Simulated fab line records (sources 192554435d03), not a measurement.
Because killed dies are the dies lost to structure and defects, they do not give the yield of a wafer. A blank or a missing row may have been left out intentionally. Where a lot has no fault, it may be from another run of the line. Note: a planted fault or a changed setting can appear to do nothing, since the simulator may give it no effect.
Problem report, 8D (eight disciplines) form, completed by code || flow n5_finfet || the parts of the form that need people (team, actions taken, sign-off) are left out

## 1. PROBLEM STATEMENT
raw_defect_count at N5_MOL_CONTACT_COAG_INSPECT_42 reads a mean of 1993 on 9 wafers of 3 lots; wafers without a fault read 214 with a standard deviation of 66. That puts it +27 standard deviations away from the usual mean.
The step: inspects for defects (brightfield).
First seen on wafer L628.1, day 8 03:11, on defect_inspect-01. At this step, 27 wafers from 9 lots have a number in the record. Rule for "out" (also "out of limits"): further than 4 standard deviations from the usual mean. The rest of the wafers with a number are treated as sound.

## 2. WHAT IT IS AND WHAT IT IS NOT
{"question": "which readings at this step", "is": "raw_defect_count", "is not": "-"}
{"question": "which lots", "is": "L628, L629, L630", "is not": "L616, L618, L632, L633, L638, L639"}
{"question": "which wafers of those lots", "is": "all that have a number", "is not": "-"}
{"question": "read on which gauges", "is": "defect_inspect-01, defect_inspect-02", "is not": "-"}
{"question": "when", "is": "from day 8 03:11", "is not": "up to then (6 sound wafers); but 12 sound wafers of L632, L633, L638, L639 came after"}

## 3. SUSPECTS, AND WHAT RULES EACH OUT
Counting: a tool stays on the suspect list if, at a process step up to the reading, it processed all lots that are out and no sound lot following the first of them.
- ruled out: the gauge at N5_MOL_CONTACT_COAG_INSPECT_42. Those wafers that are out were read across 2 gauges (defect_inspect-01, defect_inspect-02).
- ald_sin-01 at N5_MOL_CONTACT_COAG_ALD_131 (deposits SiO2, target thk 5 nm, pulse time 1 s, co reactant pulse time 1 s): ruled out as a lasting fault. Following L628 (day 8 01:59), the first lot on it that is out, the sound lots L638 were run on it.
Left after counting: nothing in the record.

## 4. THE CAUSE (what the simulator had put in)
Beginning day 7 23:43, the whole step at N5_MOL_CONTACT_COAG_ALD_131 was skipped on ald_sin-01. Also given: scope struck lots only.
It was ruled out by counting, in error; the rule expects a fault to strike all lots run on its tool from its start on, and this fault did not.

## 5. THE CHAIN OF EFFECTS, in route order
Rows list readings where the struck wafers' mean (over those with a number) sits beyond 3 standard deviations from the usual. Only readings for which the record gives a usual standard deviation are gone through. hours: the time from each lot's start at the first step in this table that gives one to its start at this step, as a median over the lots. sigmas: the change in usual standard deviations.
{"hours": 0, "step": "N5_MOL_CONTACT_COAG_INSPECT_42", "reading": "raw_defect_count", "usual": 214, "on struck wafers": 1993, "change": "+1779", "sigmas": "+27"}
{"hours": 166, "step": "N5_PASSIVATION_PROBE_49", "reading": "defect_limited_yield", "usual": "91.1 %", "on struck wafers": 0.0, "change": -91.1, "sigmas": -65}
{"hours": 166, "step": "N5_PASSIVATION_PROBE_49", "reading": "killed_at_M0_to_M3", "usual": 35, "on struck wafers": 8, "change": -27, "sigmas": -3.1}
{"hours": 166, "step": "N5_PASSIVATION_PROBE_49", "reading": "killed_at_contacts", "usual": 12, "on struck wafers": 1161, "change": "+1149", "sigmas": "+99 or more"}
{"hours": 166, "step": "N5_PASSIVATION_PROBE_49", "reading": "killed_dies", "usual": 105, "on struck wafers": 1180, "change": "+1075", "sigmas": "+67"}
{"hours": 166, "step": "N5_PASSIVATION_PROBE_49", "reading": "killed_on_rim", "usual": 14, "on struck wafers": 152, "change": "+138", "sigmas": "+36"}
{"hours": 166, "step": "N5_PASSIVATION_PROBE_49", "reading": "killed_open", "usual": 67, "on struck wafers": 13, "change": -54, "sigmas": -4.2}
{"hours": 166, "step": "N5_PASSIVATION_PROBE_49", "reading": "killed_short", "usual": 36, "on struck wafers": 7, "change": -29, "sigmas": -4.0}
{"hours": 166, "step": "N5_PASSIVATION_PROBE_49", "reading": "sort_bin_5_function", "usual": "5.2 %", "on struck wafers": 71.7, "change": "+66.5", "sigmas": "+69"}
{"hours": 166, "step": "N5_PASSIVATION_PROBE_49", "reading": "sort_n_pass", "usual": 1075, "on struck wafers": 0, "change": -1075, "sigmas": -67}
{"hours": 166, "step": "N5_PASSIVATION_PROBE_49", "reading": "sort_yield_pct", "usual": "91.1 %", "on struck wafers": 0.0, "change": -91.1, "sigmas": -65}
It contains these process steps:
- N5_PASSIVATION_PROBE_49
Readings that are blank on the struck wafers while sound wafers have them: chamber_pressure_Torr at N5_MOL_CONTACT_COAG_ALD_131; heater_power_w at N5_MOL_CONTACT_COAG_ALD_131; precursor_pulse_height_rel at N5_MOL_CONTACT_COAG_ALD_131; cd_nm at N5_MOL_CONTACT_COAG_CD_MEAS_137.

## 6. HOW IT WOULD HAVE BEEN CAUGHT EARLIER
Counted from the fault's start at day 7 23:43, it took 3 hours until the first out-of-limits reading at a measuring or inspecting step in this record, taken at day 8 03:11.
Between N5_MOL_CONTACT_COAG_ALD_131 and N5_MOL_CONTACT_COAG_INSPECT_42, N5_MOL_CONTACT_COAG_CD_MEAS_137 gave no cd_nm on the struck wafers, where sound wafers have one: a measuring or inspecting step that comes back empty is itself a sign.
At N5_MOL_CONTACT_COAG_ALD_131 the tool's readings are blank on the struck wafers, where sound wafers have them: an empty tool record is the first sign, and it was there at once.
